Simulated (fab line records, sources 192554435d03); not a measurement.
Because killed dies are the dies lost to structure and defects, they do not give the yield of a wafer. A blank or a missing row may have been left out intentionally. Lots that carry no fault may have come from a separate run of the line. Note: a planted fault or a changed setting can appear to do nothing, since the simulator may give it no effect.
Which tool was responsible?	flow n5_finfet	9 lots with 27 wafers sampled at 5 steps, on a route of 1938 steps

WHAT EACH GAUGE READ, for each wafer
N5_SD_ACTIVATION_INSPECT_02: inspects for defects (darkfield). Usual: raw_defect_count 168, standard deviation 34.
lot	measured	on	raw_defect_count	flag
L842	day 3 10:00	defect_inspect-01	166 187 135	
L844	day 3 23:17	defect_inspect-02	149 175 187	
L845	day 4 07:22	defect_inspect-02	181 174 171	
L848	day 5 03:13	defect_inspect-01	191 192 218	
L850	day 5 13:09	defect_inspect-01	179 200 180	
L854	day 6 12:04	defect_inspect-01	142 113 222	
L858	day 7 11:23	defect_inspect-02	156 193 164	
L859	day 7 17:31	defect_inspect-02	182 211 145	
L861	day 8 06:42	defect_inspect-02	162 143 134	

N5_BEOL_M4_RC_MEAS_101. Usual: DIBL_N 37.0 mV/V, standard deviation 2.3; DIBL_P 37.3 mV/V, standard deviation 2.8; IOFF_N 0.17 nA/um, standard deviation 0.046; IOFF_P 0.23 nA/um, standard deviation 0.054; ION_N 675 uA/um, standard deviation 14; ION_P 460 uA/um, standard deviation 9.3; SS_N 71.7 mV/dec, standard deviation 0.73; SS_P 73.6 mV/dec, standard deviation 0.95; VT_N 249 mV, standard deviation 3.9; VT_P -250 mV, standard deviation 3.9.
lot	measured	on	DIBL_N (mV/V)	DIBL_P (mV/V)	IOFF_N (nA/um)	IOFF_P (nA/um)	ION_N (uA/um)	ION_P (uA/um)	SS_N (mV/dec)	SS_P (mV/dec)	VT_N (mV)	VT_P (mV)	flag
L842	day 7 23:18	prober-02	40.3 37.1 43.8	40.9 35.4 44.8	0.23 0.15 0.36	0.31 0.21 0.42	680 676 712	471 464 478	72.2 71.3 73.7	74.8 73.7 76.2	243 251 240	-246 -251 -243	
L844	day 8 05:23	prober-02	39.7 36.8 33.8	40.0 37.0 34.2	0.23 0.16 0.13	0.29 0.21 0.18	673 670 662	460 462 458	72.5 71.8 71.0	74.6 74.2 72.5	247 250 250	-249 -252 -252	
L845	day 8 22:55	prober-02	37.5 36.0 41.5	37.8 36.8 43.3	0.18 0.16 0.27	0.19 0.18 0.28	682 676 694	454 453 461	72.0 71.0 73.1	73.1 73.5 75.4	248 249 244	-252 -254 -246	
L848	day 9 08:11	prober-02	35.3 38.5 39.3	36.6 39.5 40.8	0.15 0.22 0.23	0.19 0.25 0.27	670 703 706	458 474 471	71.4 72.1 72.3	73.1 73.8 74.8	253 245 248	-255 -251 -249	
L850	day 10 05:55	prober-01	38.9 37.5 38.8	41.4 38.2 40.7	0.20 0.16 0.21	0.29 0.23 0.28	679 682 691	467 470 474	71.3 72.1 72.2	74.8 74.1 74.7	248 249 248	-246 -250 -246	
L854	day 11 08:12	prober-02	32.2 39.6 37.6	32.4 41.7 38.2	0.11 0.26 0.19	0.18 0.34 0.26	655 701 678	460 478 465	70.1 71.5 72.0	72.2 75.0 73.4	256 240 247	-253 -244 -245	
L858	day 12 21:28	prober-01	39.3 41.2 36.0	41.4 44.0 36.5	0.23 0.28 0.16	0.26 0.32 0.19	687 705 681	466 470 456	72.8 73.7 71.7	74.4 75.4 73.3	246 241 248	-248 -245 -253	
L859	day 12 22:21	prober-02	33.5 36.2 37.3	30.7 35.0 35.0	0.10 0.14 0.16	0.13 0.18 0.18	641 664 666	440 452 448	71.0 71.2 72.1	72.3 73.1 73.3	257 250 250	-258 -254 -253	
L861	day 13 00:56	prober-02	36.2 37.1 35.3	33.2 35.2 33.1	0.15 0.17 0.13	0.18 0.21 0.18	670 676 677	456 454 466	71.6 71.7 70.6	72.5 72.8 73.1	253 250 252	-253 -253 -250	

TOOL THAT RAN EACH LOT (tool first, then ch and the chambers of the sampled wafers, then the start)
lot	N5_SD_EPI_P_DESCUM_14	N5_SD_EPI_P_ETCH_36	N5_ILD0_CURE_02
L842	rie_diel-06 ch 1,2,3, day 3 04:40	rie_diel-06 ch 1,2,3, day 3 04:42	furnace-01 ch 0, day 3 11:41
L844	rie_diel-02 ch 1,2,3, day 3 18:31	rie_diel-02 ch 1,2,3, day 3 18:33	furnace-01 ch 0, day 4 00:34
L845	rie_diel-04 ch 0,1,3, day 4 02:51	rie_diel-04 ch 0,1,3, day 4 02:53	furnace-02 ch 0, day 4 08:12
L848	rie_diel-04 ch 2,3, day 4 21:55	rie_diel-04 ch 2,3, day 4 21:57	furnace-02 ch 0, day 5 04:04
L850	rie_diel-02 ch 0,1,2, day 5 07:45	rie_diel-02 ch 0,1,2, day 5 07:47	furnace-01 ch 0, day 5 14:08
L854	rie_diel-02 ch 0,1,2, day 6 06:45	rie_diel-02 ch 0,1,2, day 6 06:47	furnace-01 ch 0, day 6 12:55
L858	rie_diel-04 ch 1,3, day 7 05:58	rie_diel-04 ch 1,3, day 7 06:00	furnace-01, day 7 12:21
L859	rie_diel-04 ch 0,3, day 7 12:09	rie_diel-04 ch 0,3, day 7 12:11	furnace-01, day 7 18:38
L861	rie_diel-04 ch 0,1, day 8 01:23	rie_diel-04 ch 0,1, day 8 01:25	furnace-01 ch 0, day 8 07:33
- N5_SD_EPI_P_DESCUM_14: chemistry O2, time 7.9 s.
- N5_SD_EPI_P_ETCH_36: etches SiARC in CF4, target depth 45.5 nm, time 75.8 s.
- N5_ILD0_CURE_02: time 1800 s.

WHAT THE TOOLS THEMSELVES READ (means of the sampled wafers that have a number; where no wafer has one, the mark that the record gives instead)
N5_SD_EPI_P_DESCUM_14. Usual: drypump_motor_current_A 5.8 A, standard deviation 0.56; oes_product_au 0.75 a.u., standard deviation 0.068; rf_vpp_V 243.4 V, standard deviation 1.5; showerhead_plenum_p_Torr 2.10 Torr, standard deviation 0.07; temp_c 40.00 C, standard deviation 0.12; throttle_valve_pct 20.30 %, standard deviation 0.25.
lot	tool	drypump_motor_current_A (A)	oes_product_au (a.u.)	rf_vpp_V (V)	showerhead_plenum_p_Torr (Torr)	temp_c (C)	throttle_valve_pct (%)	flag
L842	rie_diel-06	5.6	0.78	242.7	2.06	39.94	20.31	
L844	rie_diel-02	6.0	0.74	242.8	2.08	39.98	20.26	
L845	rie_diel-04	5.8	0.74	243.8	2.11	40.06	20.19	
L848	rie_diel-04	5.6	0.71	242.4	2.05	40.01	20.39	
L850	rie_diel-02	5.9	0.71	244.5	2.12	40.05	20.42	
L854	rie_diel-02	5.9	0.71	243.2	2.12	39.96	20.43	
L858	rie_diel-04	6.1	0.71	243.1	2.09	39.94	20.12	
L859	rie_diel-04	5.5	0.74	244.0	2.10	39.92	20.37	
L861	rie_diel-04	5.9	0.73	245.2	2.15	39.81	20.08	

N5_SD_EPI_P_ETCH_36. Usual: drypump_motor_current_A 5.8 A, standard deviation 0.56; etch_rf_on_time_s 75.8 s, standard deviation 2.9; oes_product_au 0.64 a.u., standard deviation 0.06; rf_vpp_V 184.2 V, standard deviation 1.3; showerhead_plenum_p_Torr 2.16 Torr, standard deviation 0.072; throttle_valve_pct 15.58 %, standard deviation 0.17.
lot	tool	drypump_motor_current_A (A)	etch_rf_on_time_s (s)	oes_product_au (a.u.)	rf_vpp_V (V)	showerhead_plenum_p_Torr (Torr)	throttle_valve_pct (%)	flag
L842	rie_diel-06	5.6	76.0	0.67	182.9	2.11	15.55	
L844	rie_diel-02	6.0	76.5	0.63	184.4	2.14	15.53	
L845	rie_diel-04	5.8	77.9	0.63	184.1	2.17	15.56	
L848	rie_diel-04	5.6	78.0	0.61	182.8	2.11	15.72	
L850	rie_diel-02	6.0	73.2	0.62	184.7	2.15	15.59	
L854	rie_diel-02	5.9	73.0	0.62	184.5	2.15	15.60	
L858	rie_diel-04	6.2	77.3	0.61	183.8	2.17	15.55	
L859	rie_diel-04	5.5	79.1	0.62	185.0	2.16	15.67	
L861	rie_diel-04	5.9	75.7	0.63	185.6	2.23	15.52	

N5_ILD0_CURE_02. Usual: densification_p_h2o_torr 640.3 Torr, standard deviation 1.2; spike_tc_bottom_C 474.9 C, standard deviation 1.9; spike_tc_upper_C 450.1 C, standard deviation 1.1; zone_power_upper_pct 5.4 %, standard deviation 0.51.
lot	tool	densification_p_h2o_torr (Torr)	spike_tc_bottom_C (C)	spike_tc_upper_C (C)	zone_power_upper_pct (%)	flag
L842	furnace-01	640.0	475.6	451.1	5.8	
L844	furnace-01	641.2	476.4	450.5	5.8	
L845	furnace-02	638.7	472.8	449.7	5.2	
L848	furnace-02	640.5	473.1	450.4	5.2	
L850	furnace-01	641.0	476.3	448.9	5.8	
L854	furnace-01	640.0	476.0	450.8	5.8	
L858	furnace-01	-	-	-	-	OFF
L859	furnace-01	-	-	-	-	OFF
L861	furnace-01	641.6	476.2	451.3	5.8	

THE ANSWER, worked out from the rows above alone
Rule: a lot is off if the mean of its wafers that have a number lies more than 3 standard deviations from the usual mean. Also off: a lot with no number at a reading for which 4 or more lots have one. Where the step has rows for the other lots, those lots are counted as sound. The gauges are gone through in route order, then the tools' own readings, and for those a lot's mean is taken as printed above. The first step at which some lot is off is used, and at that step the reading that is off furthest; a lot without a number counts as furthest.
Off, at N5_ILD0_CURE_02 on densification_p_h2o_torr: L858, L859. Without a number there: L858, L859.
If a tool, at that step or one of the process steps before it, ran each lot that is off and ran no sound lot following the first of them, it fits. None of those tried fits.

WHAT THE SIMULATOR HAD INSERTED
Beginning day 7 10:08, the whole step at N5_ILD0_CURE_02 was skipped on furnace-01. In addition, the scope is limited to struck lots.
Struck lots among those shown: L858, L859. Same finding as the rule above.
